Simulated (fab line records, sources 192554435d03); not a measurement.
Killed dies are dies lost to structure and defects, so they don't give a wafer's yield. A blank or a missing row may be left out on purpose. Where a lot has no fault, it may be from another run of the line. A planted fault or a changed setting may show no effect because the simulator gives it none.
fab line records	flow n5_finfet	part 2 of 2: steps 5 to 6 of 6
[record] lots = 23	wafers = 69	last_day = 17
route steps=1938 shown BEOL_M6@1230 BEOL_M7@1284
lots with no fault: from the same line, run without faults
start_h: hours from the record's first day to the start of the lot's first wafer shown	wait_h: hours elapsed since this lot's preceding step	" identical to the entry in the row above	L1.1+2: several wafers, shown together as one row	- no value present, or no start provided	* or withheld: withheld	< > ~ a bound
route shown NAME@n: NAME is a module with steps in the file, n the number in the route of the first one	usual: mean and standard deviation over wafers with no fault	same: alike in all rows	chamber/n: place in a boat	sites: readings site by site	_std_site: the values' standard deviation	_edge_site: the outer-site mean with the inner-site mean subtracted	radius_mm: how far each site lies from the wafer's centre	mask NAME#n: copy n	behind: the tool/chamber that last shaped the wafer	hold: why the lot was held/for how many hours/how that ended	device: the n, p or np transistor that did not switch	end of line: the route-end tests of the same wafers	a step without rows: its recipe alone	killed: at the first sort, the dies lost to defects and structure; wafer yield is something else	map: a wafer's dies, x killed, . not, _ none there
set.NAME: the setting as run; set.NAME@STEP: as run at that earlier step	model.NAME: the simulator's own value behind a step, which no gauge read
a sample of lots followed through the steps of the route, with each step as a table and each wafer as a row
services: the hour from which a tool's chamber was out of use, counted from the record's first day as start_h (under 0 if before that day), plus the number of hours and why
[[steps]]
[step N5_BEOL_M7_STRIP_80]
[recipe] chemistry = N2/H2	time_s = 10	power_w = 450	temp_c = 40	pressure_mtorr = 20	rf_frequency_hz = 6e+07	bias_power_w = 7	n2_flow_sccm = 200	h2_flow_sccm = 200
[usual] drypump_motor_current_A = 5.85/0.26	oes_product_au = 0.79/0.085	rf_vpp_V = 59.1/0.92	showerhead_plenum_p_Torr = 2.54/0.1	throttle_valve_pct = 23.74/0.28
lot.wafer	tool	chamber	start_h	wait_h	drypump_motor_current_A	oes_product_au	rf_hours_counter_h	rf_vpp_V	showerhead_plenum_p_Torr	throttle_valve_pct
L074.1	rie_diel-04	0	-	-	5.53	0.72	188	57.9	2.41	23.82
L074.4	"	3	"	"	6.22	0.74	-	58.2	2.54	23.97
L074.6	"	1	"	"	6.04	0.85	-	60.7	2.48	23.53
L075.1	rie_diel-05	3	-	-	6.01	0.74	155	58.7	2.43	23.49
L075.2	"	0	"	"	5.82	0.68	231	59.8	2.50	24.05
L075.4	"	2	"	"	5.81	0.86	60	61.9	2.70	23.94
L078.1	rie_diel-03	3	-	-	5.80	0.97	3	59.7	2.71	23.29
L078.3	"	2	"	"	5.68	0.76	162	58.3	2.62	23.69
L078.5	"	1	"	"	5.63	0.75	-	58.9	2.43	24.09
L076.1	rie_diel-03	3	-	-	5.81	0.97	4	59.7	2.71	23.30
L076.3	"	0	"	"	6.28	0.71	189	58.5	2.52	23.97
L076.5	"	0	"	"	6.30	0.71	-	58.4	2.52	23.98
L079.1	rie_diel-04	1	-	-	6.01	0.86	88	58.4	2.47	23.55
L079.2	"	0	"	"	5.51	0.73	196	58.5	2.41	23.84
L079.4	"	3	"	"	6.19	0.75	184	59.3	2.54	23.99
L080.2	rie_diel-05	3	-	-	6.01	0.73	164	58.8	2.42	23.51
L080.4	"	0	"	"	5.82	0.68	-	58.9	2.50	24.07
L080.5	"	2	"	"	5.82	0.86	-	59.1	2.69	23.96
L081.1	rie_diel-04	2	-	-	5.61	0.90	12	59.3	2.70	23.28
L081.5	"	2	"	"	5.64	0.89	-	60.2	2.70	23.27
L081.6	"	3	"	"	6.21	0.73	-	60.2	2.53	24.00
L083.2	rie_diel-04	0	-	-	5.54	0.72	202	58.8	2.40	23.86
L083.4	"	2	"	"	5.59	0.89	12	59.3	2.70	23.26
L083.6	"	0	"	"	5.55	0.72	-	59.2	2.40	23.85
L082.1	rie_diel-04	3	-	-	6.21	0.73	192	58.1	2.53	24.00
L082.4	"	0	"	"	5.54	0.71	204	58.5	2.40	23.87
L082.6	"	0	"	"	5.56	0.72	-	58.5	2.40	23.89
L084.1	rie_diel-04	2	-	-	5.62	0.89	15	58.6	2.70	23.28
L084.2	"	3	"	"	6.21	0.73	193	58.7	2.53	24.00
L084.3	"	1	"	"	6.02	0.83	96	58.6	2.47	23.54
L085.2	rie_diel-03	3	-	-	5.78	0.92	21	60.8	2.70	23.33
L085.3	"	0	"	"	6.27	0.71	205	59.9	2.51	24.01
L085.6	"	2	"	"	5.73	0.74	-	59.0	2.62	23.71
L086.3	rie_diel-04	3	-	-	6.23	0.73	202	60.3	2.53	24.02
L086.4	"	1	"	"	6.02	0.83	-	58.4	2.47	23.54
L086.6	"	2	"	"	5.59	0.88	-	59.3	2.70	23.29
L087.1	rie_diel-05	3	-	-	6.00	0.73	181	57.3	2.42	23.53
L087.2	"	1	"	"	5.69	0.98	13	58.0	2.49	23.54
L087.5	"	2	"	"	5.82	0.84	-	59.0	2.68	23.97
L088.3	rie_diel-04	0	-	-	5.55	0.71	207	58.9	2.40	23.85
L088.4	"	3	"	"	6.24	0.72	204	58.5	2.53	24.00
L088.6	"	3	"	"	6.23	0.72	-	58.5	2.53	24.00
L089.1	rie_diel-04	1	-	-	6.01	0.83	106	58.9	2.47	23.56
L089.3	"	0	"	"	5.54	0.71	208	59.8	2.40	23.87
L089.4	"	3	"	"	6.23	0.72	204	58.9	2.53	24.01
L090.2	rie_diel-04	3	-	-	6.21	0.72	209	60.4	2.53	24.00
L090.5	"	2	"	"	5.65	0.85	-	59.2	2.69	23.30
L090.6	"	3	"	"	6.19	0.70	-	58.6	2.52	24.03
L091.1	rie_diel-03	0	-	-	6.24	0.69	220	58.8	2.51	24.04
L091.4	"	1	"	"	5.56	0.71	213	59.5	2.42	24.13
L091.5	"	1	"	"	5.58	0.72	-	59.5	2.42	24.15
L092.1	rie_diel-05	0	-	-	5.81	0.92	11	59.1	2.49	23.76
L092.2	"	2	"	"	5.82	0.82	97	59.1	2.68	23.99
L092.5	"	1	"	"	5.68	0.93	-	58.5	2.49	23.56
L093.1	rie_diel-03	0	-	-	6.27	0.70	222	59.5	2.51	24.04
L093.3	"	1	"	"	5.62	0.72	215	59.3	2.42	24.14
L093.4	"	3	"	"	5.80	0.89	37	60.3	2.69	23.34
L095.1	rie_diel-03	0	-	-	6.29	0.69	224	60.5	2.50	24.05
L095.2	"	2	"	"	5.73	0.73	196	59.6	2.61	23.73
L095.3	"	1	"	"	5.58	0.72	217	59.2	2.42	24.15
L094.2	rie_diel-03	2	-	-	5.76	0.73	197	60.3	2.61	23.73
L094.3	"	0	"	"	6.30	0.70	225	58.8	2.50	24.02
L094.6	"	3	"	"	5.78	0.88	-	59.9	2.69	23.33
L096.1	rie_diel-05	2	-	-	5.84	0.82	101	60.4	2.68	23.99
L096.4	"	0	"	"	5.80	0.91	16	59.6	2.49	23.80
L096.5	"	1	"	"	5.67	0.93	-	59.4	2.49	23.55
L097.2	rie_diel-03	3	-	-	5.81	0.87	46	58.8	2.69	23.36
L097.4	"	2	"	"	5.75	0.72	203	60.6	2.61	23.73
L097.5	"	1	"	"	5.58	0.71	-	57.5	2.42	24.16
[step N5_BEOL_M7_ANNEAL_51]
[recipe] temp_c = 225	time_s = 90	ambient = N2
[usual] wafer_temp_C_max = 226.14/0.24
lot.wafer	tool	chamber	start_h	wait_h	wafer_temp_C_max
L074.1	rtp_anneal-01	0	184.65	0.1	226.20
L074.4	"	0	"	"	226.29
L074.6	"	0	"	"	226.67
L075.1	rtp_anneal-01	0	197.84	0.1	226.32
L075.2	"	0	"	"	226.20
L075.4	"	0	"	"	226.12
L078.1	rtp_anneal-01	0	204.97	0.4	225.80
L078.3	"	0	"	"	226.38
L078.5	"	0	"	"	226.16
L076.1	rtp_anneal-02	0	211.35	0.2	226.01
L076.3	"	0	"	"	226.17
L076.5	"	0	"	"	226.27
L079.1	rtp_anneal-01	0	213.98	0.1	226.05
L079.2	"	0	"	"	226.03
L079.4	"	0	"	"	225.84
L080.2	rtp_anneal-01	0	223.40	0.4	226.15
L080.4	"	0	"	"	226.44
L080.5	"	0	"	"	226.34
L081.1	rtp_anneal-02	0	233.35	0.1	226.61
L081.5	"	0	"	"	226.08
L081.6	"	0	"	"	226.00
L083.2	rtp_anneal-02	0	234.47	0.2	226.87
L083.4	"	0	"	"	225.89
L083.6	"	0	"	"	226.04
L082.1	rtp_anneal-02	0	242.84	0.2	226.79
L082.4	"	0	"	"	226.62
L082.6	"	0	"	"	226.00
L084.1	rtp_anneal-01	0	244.17	0.6	225.85
L084.2	"	0	"	"	225.77
L084.3	"	0	"	"	226.01
L085.2	rtp_anneal-02	0	264.53	0.3	226.12
L085.3	"	0	"	"	226.14
L085.6	"	0	"	"	225.86
L086.3	rtp_anneal-01	0	269.61	0.4	226.12
L086.4	"	0	"	"	226.27
L086.6	"	0	"	"	226.18
L087.1	rtp_anneal-01	0	270.06	0.6	226.27
L087.2	"	0	"	"	226.13
L087.5	"	0	"	"	225.92
L088.3	rtp_anneal-01	0	271.88	0.1	226.02
L088.4	"	0	"	"	226.24
L088.6	"	0	"	"	226.40
L089.1	rtp_anneal-02	0	272.69	0.1	226.35
L089.3	"	0	"	"	226.08
L089.4	"	0	"	"	226.52
L090.2	rtp_anneal-02	0	290.60	0.4	225.66
L090.5	"	0	"	"	226.00
L090.6	"	0	"	"	225.62
L091.1	rtp_anneal-01	0	304.28	0.1	226.47
L091.4	"	0	"	"	225.96
L091.5	"	0	"	"	226.25
L092.1	rtp_anneal-01	0	305.82	0.1	226.04
L092.2	"	0	"	"	226.03
L092.5	"	0	"	"	226.49
L093.1	rtp_anneal-02	0	312.34	0.7	226.48
L093.3	"	0	"	"	226.28
L093.4	"	0	"	"	226.21
L095.1	rtp_anneal-01	0	319.75	0.1	226.21
L095.2	"	0	"	"	226.08
L095.3	"	0	"	"	226.38
L094.2	rtp_anneal-02	0	321.35	0.1	226.17
L094.3	"	0	"	"	226.31
L094.6	"	0	"	"	226.17
L096.1	rtp_anneal-02	0	329.61	0.1	226.01
L096.4	"	0	"	"	226.12
L096.5	"	0	"	"	225.94
L097.2	rtp_anneal-02	0	341.20	0.1	225.81
L097.4	"	0	"	"	225.79
L097.5	"	0	"	"	226.00
[[services]]
tool	chamber	start_h	hours	kind
rie_diel-01	-	148.96	0.1	repair
rie_diel-02	1	158.46	5.5	repair
rie_diel-03	-	158.81	0.4	repair
rie_metal-01	1	176.03	10.8	repair
cmp-04	-	192.99	4.0	pm
cmp-02	-	212.38	0.3	repair
cmp-04	-	221.33	1.1	repair
rie_diel-04	-	234.11	1.7	repair
rie_diel-01	3	246.14	18.9	repair
rie_diel-04	0	248.92	19.3	repair
cmp-04	-	257.30	1.7	repair
uv_cure-03	-	258.84	0.5	repair
cmp-04	-	269.06	3.8	repair
rie_metal-01	1	271.26	6.8	repair
rie_diel-04	1	276.61	5.4	repair
cmp-02	-	279.47	6.2	repair
rie_diel-04	-	281.45	0.4	repair
rie_diel-04	1	283.72	16.7	repair
rie_diel-01	2	299.37	5.1	repair
cmp-04	-	301.03	0.6	repair
rie_diel-01	-	311.59	0.2	repair
rie_diel-03	1	318.53	5.0	repair
rie_diel-04	0	325.47	51.5	repair
rie_diel-04	-	336.74	2.8	pm
